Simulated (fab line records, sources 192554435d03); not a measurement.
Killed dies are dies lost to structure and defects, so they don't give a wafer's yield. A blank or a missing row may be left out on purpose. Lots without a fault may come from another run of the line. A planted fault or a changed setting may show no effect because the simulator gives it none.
fab line records | flow n5_finfet
record lots=7 wafers=21
route steps=1938 shown BEOL_M8@1398 BEOL_M11@1541 BEOL_M13@1662 BEOL_M14@1742
start_h: hours from the record's first day to the start of the lot's first wafer shown | wait_h: hours since the lot's step before | " the same as in the row above | L1.1+2: a row that stands for several wafers | - no value, or no start given | * or withheld: withheld | < > ~ a bound
route shown NAME@n: a module of which the file shows steps, and the number in the route of the first | usual: mean/standard deviation of fault-free wafers | same: alike in all rows | chamber/n: place in a boat | sites: the reading at each site | _std_site: their standard deviation | _edge_site: outer sites' mean less inner sites' | radius_mm: how far each site lies from the wafer's centre | mask NAME#n: copy n | behind: the tool/chamber that last shaped the wafer | hold: why the lot was held/for how many hours/how that ended | device: the transistor (n, p or np) that didn't switch | end of line: the same wafers' tests at the end of the route | a step without rows: its recipe alone | killed: dies lost to structure and defects at the first sort, not the wafer's yield | map: a wafer's dies, x killed, . not, _ none there
set.NAME: the setting as run; set.NAME@STEP: as run at that earlier step | model.NAME: the simulator's own value behind a step, which no gauge read
lots whose settings were changed on purpose; a table a step, a row a wafer
## steps
# step N5_BEOL_M8_DEP_56
# recipe material=SiCN target_thk_a=100 temp_c=withheld precursor=3MS/NH3 pressure_torr=3 rf_w=202 time_s=17.5
# columns lot.wafer tool chamber start_h wait_h set.time_s model.SiCN_of_BEOL_M8_DEP_56.thk_nm
L080.1 pecvd-02 1 246.08 0.0 17.5 10
L080.3+6 " 2 " " 17.5 10.2
L084.1 pecvd-04 2 269.31 0.0 17.5 9.8
L084.3+6 " 1,2 " " 15.56 9
L083.2 pecvd-04 1 270.80 0.0 17.5 10.2
L083.4 " 1 " " 18.85 11.2
L083.6 " 0 " " 18.85 10.8
L086.1+6 pecvd-04 0 277.04 0.0 17.5 9.8
L086.4 " 1 " " 17.5 10
L090.1 pecvd-02 1 291.51 0.0 17.5 10
L090.3+5 " 2,1 " " 17.5 10.2
L093.2 pecvd-04 0 321.58 0.0 17.5 10
L093.3 " 1 " " 19.45 11.2
L093.5 " 1 " " 17.5 10.2
L097.2 pecvd-02 0 338.60 0.0 17.5 9.8
L097.3+5 " 2,1 " " 17.5 10
# step N5_BEOL_M11_COAT_59
# recipe resist=SOC temp_c=250 time_s=60 spin_rpm=1500 resist_thk_nm=100
# columns lot.wafer tool chamber start_h wait_h set.spin_rpm model.SOC_of_BEOL_M11_COAT_59.thk_nm
L080.1+6 litho_track-03 0 265.29 0.1 1500 99.8
L080.3 " 0 " " 1500 100.4
L084.1 litho_track-02 0 286.76 0.1 1500 100.2
L084.3+6 " 0 " " 1500 100
L083.2 litho_track-03 0 287.16 0.1 1500 100.2
L083.4 " 0 " " 1395 104
L083.6 " 0 " " 1395 103.8
L086.1 litho_track-01 0 293.51 0.1 1500 100
L086.4 " 0 " " 1500 100.6
L086.6 " 0 " " 1500 100.2
L090.1 litho_track-01 0 311.37 0.1 1500 100.6
L090.3 " 0 " " 1651 96.2
L090.5 " 0 " " 1651 95.8
L093.2 litho_track-01 0 340.21 0.1 1500 99.8
L093.3 " 0 " " 1550 97.8
L093.5 " 0 " " 1550 98
L097.2 litho_track-01 0 357.60 0.1 1500 100.4
L097.3 " 0 " " 1500 100.2
L097.5 " 0 " " 1617 96.4
# step N5_BEOL_M11_EXPOSE_08
# recipe mask_id=M11 na=1.35 source_shape=dipole sigma_inner=0.411 sigma_outer=0.611 polarization=te dose_mj=53.75
# columns lot.wafer tool chamber start_h wait_h mask set.dose_mj
L080.1+3+6 arfi_scanner-02 0 265.40 - M11#0 53.75
L084.1 arfi_scanner-01 0 286.87 - M11#0 55.58
L084.3+6 " 0 " " M11#0 53.75
L083.2 arfi_scanner-03 0 287.41 - M11#0 57.48
L083.4+6 " 0 " " M11#0 53.75
L086.1+4+6 arfi_scanner-02 0 293.75 - M11#0 53.75
L090.1+5 arfi_scanner-02 0 311.49 - M11#0 53.75
L090.3 " 0 " " M11#0 51.97
L093.2+3+5 arfi_scanner-03 0 340.45 - M11#0 53.75
L097.2+3+5 arfi_scanner-01 0 357.73 - M11#0 53.75
# step N5_BEOL_M11_ETCH_62
# recipe chemistry=N2/H2 target=SOC target_depth_a=1100 overetch_a=220 mask_material=SiARC temp_c=40 time_s=165 ion_energy_ev=200 pressure_mtorr=30 source_w=840 bias_w=150 n2_flow_sccm=200 h2_flow_sccm=200
# columns lot.wafer tool chamber start_h wait_h set.time_s set.spin_rpm@BEOL_M11_COAT_59 model.etch.depth_nm
L080.1 rie_diel-03 0 265.70 0.0 165 1500 99.87
L080.3 " 3 " " 165 1500 100.4
L080.6 " 2 " " 165 1500 99.8
L084.1 rie_diel-03 2 287.17 0.0 145.5 1500 100.2
L084.3 " 3 " " 165 1500 99.95
L084.6 " 1 " " 145.5 1500 99.94
L083.2 rie_diel-02 3 287.70 0.0 165 1500 100.2
L083.4 " 2 " " 201.1 1395 104
L083.6 " 0 " " 165 1395 103.8
L086.1 rie_diel-02 3 294.30 0.0 201 1500 99.94
L086.4 " 2 " " 201 1500 100.5
L086.6 " 3 " " 165 1500 100.3
L090.1 rie_diel-01 0 311.79 0.0 165 1500 100.5
L090.3 " 1 " " 165 1651 96.17
L090.5 " 2 " " 165 1651 95.83
L093.2 rie_diel-01 2 340.80 0.0 165 1500 99.79
L093.3 " 0 " " 183.3 1550 97.86
L093.5 " 1 " " 183.3 1550 98.07
L097.2 rie_diel-01 0 358.02 0.0 165 1500 100.4
L097.3 " 3 " " 195.9 1500 100.2
L097.5 " 2 " " 165 1617 96.49
# step N5_BEOL_M11_STRIP_68
# recipe chemistry=N2/H2 temp_c=40 n2_flow_sccm=200 h2_flow_sccm=200 rf_frequency_hz=6e+07
# step N5_BEOL_M11_STRIP_67
# recipe chemistry=CF4 resist=SiARC power_w=300 bias_power_w=75 pressure_mtorr=50 cf4_flow_sccm=150 rf_frequency_hz=6e+07
# step N5_BEOL_M11_HM_OPEN_17
# recipe chemistry=Cl2/BCl3 target_depth_a=200 overetch_a=60 target=TiN mask_material=SOC ion_energy_ev=150 pressure_mtorr=10 icp_w=1000 bias_w=126 Cl2_flow_sccm=53.25 bcl3_flow_sccm=21.75 Ar_flow_sccm=25
# columns lot.wafer tool chamber start_h wait_h set.spin_rpm@BEOL_M11_COAT_59 set.time_s@BEOL_M11_ETCH_62 model.etch.depth_nm model.SOC_of_BEOL_M11_COAT_59.thk_nm
L080.1 rie_metal-03 1 265.89 0.0 1500 165 19.54 91.8
L080.3 " 0 " " 1500 165 19.67 92.6
L080.6 " 0 " " 1500 165 19.71 92
L084.1 rie_metal-01 1 287.37 0.0 1500 145.5 19.81 92.2
L084.3 " 1 " " 1500 165 20.02 92
L084.6 " 1 " " 1500 145.5 19.64 92
L083.2 rie_metal-03 0 287.92 0.1 1500 165 20.06 92.4
L083.4 " 0 " " 1395 201.1 16.17 96.2
L083.6 " 0 " " 1395 165 20.02 96
L086.1 rie_metal-03 0 294.49 0.0 1500 201 16.74 92.2
L086.4 " 0 " " 1500 201 17.08 93
L086.6 " 0 " " 1500 165 20.03 92.6
L090.1 rie_metal-01 0 311.98 0.0 1500 165 20.22 92.6
L090.3 " 0 " " 1651 165 20.19 88.4
L090.5 " 1 " " 1651 165 20.07 87.6
L093.2 rie_metal-03 0 340.99 0.0 1500 165 20.1 92
L093.3 " 0 " " 1550 183.3 18.63 90.2
L093.5 " 0 " " 1550 183.3 18.64 90.4
L097.2 rie_metal-02 0 358.21 0.0 1500 165 19.8 92.8
L097.3 " 1 " " 1500 195.9 16.57 92.8
L097.5 " 1 " " 1617 165 19.52 89.2
# step N5_BEOL_M11_COAT_22
# recipe resist=CAR-ArF spin_rpm=1500 resist_thk_nm=90
# columns lot.wafer tool chamber start_h wait_h set.spin_rpm model.CAR-ArF_of_BEOL_M11_COAT_22.thk_nm
L080.1+6 litho_track-01 0 - - 1500 90.4
L080.3 " 0 " " 1500 90
L084.1 litho_track-03 0 - - 1665 85.4
L084.3 " 0 " " 1665 85.2
L084.6 " 0 " " 1500 89.8
L083.2+4 litho_track-02 0 - - 1424 92.2
L083.6 " 0 " " 1500 90.2
L086.1 litho_track-01 0 - - 1500 89.6
L086.4 " 0 " " 1446 91.4
L086.6 " 0 " " 1446 91.6
L090.1 litho_track-02 0 - - 1584 87.4
L090.3 " 0 " " 1584 87.2
L090.5 " 0 " " 1500 89.6
L093.2 litho_track-01 0 - - 1500 89.8
L093.3 " 0 " " 1385 93.6
L093.5 " 0 " " 1500 90
L097.2 litho_track-01 0 - - 1500 89.8
L097.3 " 0 " " 1500 90
L097.5 " 0 " " 1666 85.2
# step N5_BEOL_M11_EBR_24
# recipe solvent=PGMEA ebr_width_mm=1.5
# step N5_BEOL_M11_SOFTBAKE_23
# recipe temp_c=110 time_s=60 resist=CAR-ArF
# step N5_BEOL_M11_EXPOSE_25
# recipe mask_id=V10 na=1.35 source_shape=annular sigma_inner=0.5 sigma_outer=0.8 polarization=unpolarized dose_mj=85.5
# step N5_BEOL_M11_PEB_26
# recipe peb_temp_c=withheld peb_time_s=60 resist=CAR-ArF
# step N5_BEOL_M11_DEVELOP_27
# recipe develop_time_s=30 developer=TMAH resist=CAR-ArF rinse_liquid=diw dry=air_spin dev_temp_c=23
# columns lot.wafer tool chamber start_h wait_h set.spin_rpm@BEOL_M11_COAT_22 model.CAR-ArF_of_BEOL_M11_COAT_22.thk_nm
L080.1+6 litho_track-01 0 - - 1500 88.6
L080.3 " 0 " " 1500 88.4
L084.1 litho_track-01 0 - - 1665 83.6
L084.3 " 0 " " 1665 83.4
L084.6 " 0 " " 1500 88
L083.2+4 litho_track-01 0 - - 1424 90.6
L083.6 " 0 " " 1500 88.4
L086.1 litho_track-02 0 - - 1500 88
L086.4+6 " 0 " " 1446 89.8
L090.1+3 litho_track-03 0 - - 1584 85.6
L090.5 " 0 " " 1500 88
L093.2 litho_track-02 0 - - 1500 88
L093.3 " 0 " " 1385 92
L093.5 " 0 " " 1500 88.2
L097.2 litho_track-02 0 - - 1500 88
L097.3 " 0 " " 1500 88.2
L097.5 " 0 " " 1666 83.4
# step N5_BEOL_M11_PRECLEAN_42
# recipe chemistry=residue_remover time_s=60 temp_c=40
# step N5_BEOL_M11_SRD_43
# recipe time_s=30 temp_c=23 rinse_liquid=diw dry=ipa_marangoni
# step N5_BEOL_M11_CD_MEAS_35
# recipe target_cd_nm=70 polarity=opening
# usual cd_nm=69.9/0.85
# columns lot.wafer tool chamber start_h wait_h set.dose_mj@BEOL_M11_EXPOSE_08 cd_nm
L080.1 cd_sem-03 - 267.34 0.0 53.75 69.9
L080.3 " - " " 53.75 68.7
L080.6 " - " " 53.75 69.1
L084.1 cd_sem-02 - 288.77 0.0 55.58 72.3
L084.3 " - " " 53.75 69.8
L084.6 " - " " 53.75 69.6
L083.2 cd_sem-03 - 289.39 0.0 57.48 74.2
L083.4 " - " " 53.75 69.9
L083.6 " - " " 53.75 70.1
L086.1 cd_sem-01 - 298.74 0.0 53.75 70.7
L086.4 " - " " 53.75 69.4
L086.6 " - " " 53.75 67.8
L090.1 cd_sem-01 - 314.25 0.0 53.75 70.3
L090.3 " - " " 51.97 68.9
L090.5 " - " " 53.75 71.5
L093.2 cd_sem-02 - 342.99 0.0 53.75 71.3
L093.3 " - " " 53.75 70.7
L093.5 " - " " 53.75 70.7
L097.2 cd_sem-01 - 359.63 0.0 53.75 69.7
L097.3 " - " " 53.75 69.2
L097.5 " - " " 53.75 70.8
# step N5_BEOL_M13_COAT_04
# recipe spin_rpm=1625 resist_thk_nm=400
# columns lot.wafer tool chamber start_h wait_h set.spin_rpm model.coat_of_BEOL_M13_COAT_04.thk_nm
L080.1 litho_track-04 0 - - 1625 401.2
L080.3 " 0 " " 1625 401.6
L080.6 " 0 " " 1625 402
L084.1 litho_track-01 0 - - 1625 398.4
L084.3 " 0 " " 1692 391.2
L084.6 " 0 " " 1692 391.4
L083.2 litho_track-04 0 - - 1625 399.4
L083.4 " 0 " " 1625 400.6
L083.6 " 0 " " 1625 399
L086.1 litho_track-01 0 - - 1730 387.8
L086.4 " 0 " " 1625 399
L086.6 " 0 " " 1625 401.2
L090.1 litho_track-02 0 - - 1625 400.4
L090.3 " 0 " " 1625 401.6
L090.5 " 0 " " 1734 388.4
L093.2 litho_track-02 0 - - 1538 412
L093.3+5 " 0 " " 1625 399.2
L097.2 litho_track-01 0 - - 1625 400.8
L097.3 " 0 " " 1625 402
L097.5 " 0 " " 1625 401.4
# step N5_BEOL_M13_EXPOSE_07
# recipe mask_id=V12 na=0.93 source_shape=conventional sigma_outer=0.6 polarization=unpolarized attpsm_phase_deg=180 dose_mj=24.8
# columns lot.wafer tool chamber start_h wait_h mask set.dose_mj
L080.1+3+6 krf_scanner-02 0 276.12 - V12#0 24.8
L084.1+6 krf_scanner-01 0 296.79 - V12#0 24.8
L084.3 " 0 " " V12#0 24.31
L083.2+6 krf_scanner-02 0 300.06 - V12#0 24.8
L083.4 " 0 " " V12#0 23.35
L086.1 krf_scanner-01 0 309.38 - V12#0 24.8
L086.4+6 " 0 " " V12#0 23.71
L090.1+3 krf_scanner-02 0 322.50 - V12#0 26.33
L090.5 " 0 " " V12#0 24.8
L093.2+3 krf_scanner-01 0 351.79 - V12#0 24.8
L093.5 " 0 " " V12#0 24.01
L097.2 krf_scanner-02 0 367.54 - V12#0 24.8
L097.3+5 " 0 " " V12#0 23.36
# step N5_BEOL_M13_PEB_08
# recipe peb_temp_c=130 peb_time_s=90
# step N5_BEOL_M13_DEVELOP_09
# recipe develop_time_s=45 rinse_liquid=diw dry=air_spin dev_temp_c=21
# step N5_BEOL_M13_HARDBAKE_14
# recipe temp_c=130 time_s=120
# step N5_BEOL_M13_CD_MEAS_10
# recipe target_cd_nm=190 landing_energy_ev=500 detector=se_inlens polarity=opening
# usual cd_nm=190.1/1.6
# columns lot.wafer tool chamber start_h wait_h set.dose_mj@BEOL_M13_EXPOSE_07 cd_nm
L080.1 cd_sem-02 0 276.29 - 24.8 191.3
L080.3 " 0 " " 24.8 190.6
L080.6 " 0 " " 24.8 191.6
L084.1 cd_sem-03 0 296.96 - 24.8 190.1
L084.3 " 0 " " 24.31 186.2
L084.6 " 0 " " 24.8 191.4
L083.2 cd_sem-02 0 300.23 - 24.8 187.2
L083.4 " 0 " " 23.35 184.4
L083.6 " 0 " " 24.8 188.9
L086.1 cd_sem-01 0 309.55 - 24.8 191.6
L086.4 " 0 " " 23.71 186.2
L086.6 " 0 " " 23.71 185.1
L090.1 cd_sem-01 0 322.67 - 26.33 196.3
L090.3 " 0 " " 26.33 197.1
L090.5 " 0 " " 24.8 189.6
L093.2 cd_sem-03 0 351.96 - 24.8 185.0
L093.3 " 0 " " 24.8 189.6
L093.5 " 0 " " 24.01 184.6
L097.2 cd_sem-01 0 367.71 - 24.8 192.7
L097.3 " 0 " " 23.36 185.3
L097.5 " 0 " " 23.36 187.7
# step N5_BEOL_M13_DESCUM_15
# recipe chemistry=O2 time_s=7.9 source_power_w=50 bias_power_w=20 pressure_mtorr=20 rf_frequency_hz=2.712e+07 temp_c=40 o2_flow_sccm=225
# step N5_BEOL_M13_ETCH_59
# recipe chemistry=N2/H2 target=BARC target_depth_a=890 overetch_a=267 time_s=67.9 ion_energy_ev=200 pressure_mtorr=30 source_w=840 bias_w=150 n2_flow_sccm=200 h2_flow_sccm=200
# columns lot.wafer tool chamber start_h wait_h set.spin_rpm@BEOL_M13_COAT_04 model.coat_of_BEOL_M13_COAT_04.thk_nm
L080.1 rie_diel-01 0 276.52 0.0 1625 317.2
L080.3 " 2 " " 1625 317.6
L080.6 " 2 " " 1625 318.2
L084.1 rie_diel-03 1 297.65 0.0 1625 317.8
L084.3 " 0 " " 1692 311.2
L084.6 " 2 " " 1692 309.6
L083.2 rie_diel-02 0 300.35 0.0 1625 313.8
L083.4 " 3 " " 1625 319
L083.6 " 2 " " 1625 316.4
L086.1 rie_diel-01 1 309.67 0.0 1730 305
L086.4 " 2 " " 1625 316.4
L086.6 " 2 " " 1625 318
L090.1 rie_diel-03 3 322.79 0.0 1625 320.8
L090.3 " 0 " " 1625 321.8
L090.5 " 2 " " 1734 305.8
L093.2 rie_diel-03 2 352.37 0.0 1538 329.6
L093.3 " 3 " " 1625 319
L093.5 " 1 " " 1625 318
L097.2 rie_diel-03 2 367.85 0.0 1625 318.4
L097.3 " 1 " " 1625 320.6
L097.5 " 2 " " 1625 318.6
# step N5_BEOL_M13_VIA_ETCH_16
# recipe chemistry=C4F8/O2/Ar target=SiOC pressure_mtorr=30 source_w=3000 bias_w=700 Ar_flow_sccm=400 C4F8_flow_sccm=15 O2_flow_sccm=8 he_inner_torr=15 he_outer_torr=30 target_depth_a=9217 time_s=withheld ion_energy_ev=250 ends=cleared
# columns lot.wafer tool chamber start_h wait_h set.spin_rpm@BEOL_M13_COAT_04 model.coat_of_BEOL_M13_COAT_04.thk_nm
L080.1 rie_diel-01 0 276.57 0.0 1625 78.2
L080.3 " 2 " " 1625 72.8
L080.6 " 2 " " 1625 67.6
L084.1 rie_diel-03 1 297.71 0.0 1625 73.2
L084.3 " 0 " " 1692 64.4
L084.6 " 2 " " 1692 60.2
L083.2 rie_diel-02 0 300.40 0.0 1625 72.4
L083.4 " 3 " " 1625 72.6
L083.6 " 2 " " 1625 66.8
L086.1 rie_diel-01 1 309.72 0.0 1730 60.4
L086.4 " 2 " " 1625 67.8
L086.6 " 2 " " 1625 68.8
L090.1 rie_diel-03 3 322.85 0.0 1625 79.2
L090.3 " 0 " " 1625 76.2
L090.5 " 2 " " 1734 56.2
L093.2 rie_diel-03 2 352.42 0.0 1538 83.8
L093.3 " 3 " " 1625 68.6
L093.5 " 1 " " 1625 65.2
L097.2 rie_diel-03 2 367.90 0.0 1625 68.8
L097.3 " 1 " " 1625 70
L097.5 " 2 " " 1625 64.6
# step N5_BEOL_M13_STRIP_63
# recipe chemistry=N2/H2 power_w=1000 temp_c=250 h2_frac=0.65 overash_fraction=0.3 pressure_mtorr=1000 n2_flow_sccm=1750 h2_flow_sccm=3250
# usual strip_time_to_endpoint_s=27.6/1.2
# columns lot.wafer tool chamber start_h wait_h set.spin_rpm@BEOL_M13_COAT_04 strip_time_to_endpoint_s
L080.1 plasma_asher-01 1 276.81 - 1625 30.1
L080.3 " 0 " " 1625 28.5
L080.6 " 0 " " 1625 27.0
L084.1 plasma_asher-02 1 297.94 - 1625 28.6
L084.3 " 0 " " 1692 26.0
L084.6 " 1 " " 1692 24.8
L083.2 plasma_asher-01 1 300.64 - 1625 28.4
L083.4 " 1 " " 1625 28.4
L083.6 " 1 " " 1625 26.7
L086.1 plasma_asher-01 0 309.96 - 1730 24.8
L086.4 " 0 " " 1625 27.0
L086.6 " 1 " " 1625 27.3
L090.1 plasma_asher-02 0 323.08 - 1625 30.4
L090.3 " 0 " " 1625 29.5
L090.5 " 1 " " 1734 23.5
L093.2 plasma_asher-02 1 352.68 - 1538 31.6
L093.3 " 1 " " 1625 27.3
L093.5 " 0 " " 1625 26.2
L097.2 plasma_asher-02 0 368.14 - 1625 27.3
L097.3 " 1 " " 1625 27.7
L097.5 " 1 " " 1625 26.0
# step N5_BEOL_M13_STRIP_64
# recipe chemistry=N2/H2 power_w=1000 temp_c=250 h2_frac=0.65 overash_fraction=0.3 pressure_mtorr=withheld n2_flow_sccm=1750 h2_flow_sccm=3250
# step N5_BEOL_M13_STRIP_71
# recipe chemistry=post_etch_residue_remover time_s=60 temp_c=25 remover_ph=withheld remover_water_wt_pct=withheld remover_fluoride_wt_pct=withheld
# step N5_BEOL_M13_SRD_72
# recipe time_s=30 temp_c=23 rinse_liquid=diw dry=n2_spin spin_rpm=1500 dry_time_s=30
# step N5_BEOL_M13_CD_MEAS_17
# recipe target_cd_nm=190 polarity=opening
# usual cd_nm=190.2/2.2
# columns lot.wafer tool chamber start_h wait_h set.dose_mj@BEOL_M13_EXPOSE_07 cd_nm
L080.1 cd_sem-01 - 277.02 0.0 24.8 192.3
L080.3 " - " " 24.8 189.3
L080.6 " - " " 24.8 191.1
L084.1 cd_sem-02 - 298.15 0.0 24.8 188.2
L084.3 " - " " 24.31 186.2
L084.6 " - " " 24.8 190.1
L083.2 cd_sem-02 - 300.85 0.0 24.8 188.4
L083.4 " - " " 23.35 182.4
L083.6 " - " " 24.8 187.0
L086.1 cd_sem-03 - 310.16 0.0 24.8 190.5
L086.4 " - " " 23.71 185.9
L086.6 " - " " 23.71 185.3
L090.1 cd_sem-02 - 323.29 0.0 26.33 198.8
L090.3 " - " " 26.33 196.8
L090.5 " - " " 24.8 189.3
L093.2 cd_sem-01 - 352.89 0.0 24.8 184.4
L093.3 " - " " 24.8 191.3
L093.5 " - " " 24.01 184.1
L097.2 cd_sem-02 - 368.35 0.0 24.8 191.8
L097.3 " - " " 23.36 184.6
L097.5 " - " " 23.36 187.5
# step N5_BEOL_M14_EXPOSE_25
# recipe mask_id=M14 na=0.8 source_shape=annular sigma_inner=0.5 sigma_outer=0.8 polarization=unpolarized target_cd_nm=280 dose_mj=26.6
# columns lot.wafer tool chamber start_h wait_h mask set.dose_mj
L080.1+3+6 krf_scanner-02 0 284.34 - M14#0 26.6
L084.1+6 krf_scanner-01 0 306.82 - M14#0 26.6
L084.3 " 0 " " M14#0 27.94
L083.2+6 krf_scanner-01 0 307.68 - M14#0 27.68
L083.4 " 0 " " M14#0 26.6
L086.1+4 krf_scanner-02 0 317.77 - M14#0 25.46
L086.6 " 0 " " M14#0 26.6
L090.1+3+5 krf_scanner-02 0 331.52 - M14#0 26.6
L093.2+3+5 krf_scanner-02 0 361.04 - M14#0 26.6
L097.2+3+5 krf_scanner-01 0 376.63 - M14#0 26.6
## key
split step=N5_BEOL_M8_DEP_56 setting=time_s stated=17.5 by=wafer
response step=N5_BEOL_M8_DEP_56 reading=model.SiCN_of_BEOL_M8_DEP_56.thk_nm change=+0.089 per=1% r=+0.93
split step=N5_BEOL_M11_COAT_59 setting=spin_rpm stated=1500 by=wafer
response step=N5_BEOL_M11_COAT_59 reading=model.SOC_of_BEOL_M11_COAT_59.thk_nm change=-0.49 per=1% r=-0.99
response step=N5_BEOL_M11_ETCH_62 reading=model.etch.depth_nm change=-0.482 per=1% r=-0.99
response step=N5_BEOL_M11_HM_OPEN_17 reading=model.SOC_of_BEOL_M11_COAT_59.thk_nm change=-0.477 per=1% r=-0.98
split step=N5_BEOL_M11_EXPOSE_08 setting=dose_mj stated=53.75 by=wafer
response step=N5_BEOL_M11_CD_MEAS_35 reading=cd_nm change=+0.636 per=1% r=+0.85
split step=N5_BEOL_M11_ETCH_62 setting=time_s stated=165 by=wafer
response step=N5_BEOL_M11_HM_OPEN_17 reading=model.etch.depth_nm change=-0.142 per=1% r=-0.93
split step=N5_BEOL_M11_COAT_22 setting=spin_rpm stated=1500 by=wafer
response step=N5_BEOL_M11_COAT_22 reading=model.CAR-ArF_of_BEOL_M11_COAT_22.thk_nm change=-0.429 per=1% r=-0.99
response step=N5_BEOL_M11_DEVELOP_27 reading=model.CAR-ArF_of_BEOL_M11_COAT_22.thk_nm change=-0.436 per=1% r=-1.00
split step=N5_BEOL_M13_COAT_04 setting=spin_rpm stated=1625 by=wafer
response step=N5_BEOL_M13_COAT_04 reading=model.coat_of_BEOL_M13_COAT_04.thk_nm change=-1.98 per=1% r=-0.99
response step=N5_BEOL_M13_ETCH_59 reading=model.coat_of_BEOL_M13_COAT_04.thk_nm change=-2.06 per=1% r=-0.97
response step=N5_BEOL_M13_VIA_ETCH_16 reading=model.coat_of_BEOL_M13_COAT_04.thk_nm change=-2.5 per=1% r=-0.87
response step=N5_BEOL_M13_STRIP_63 reading=strip_time_to_endpoint_s change=* per=1% r=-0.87
split step=N5_BEOL_M13_EXPOSE_07 setting=dose_mj stated=24.8 by=wafer
response step=N5_BEOL_M13_CD_MEAS_10 reading=cd_nm change=+1.04 per=1% r=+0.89
response step=N5_BEOL_M13_CD_MEAS_17 reading=cd_nm change=+1.12 per=1% r=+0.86
split step=N5_BEOL_M14_EXPOSE_25 setting=dose_mj stated=26.6 by=wafer
response none in this file
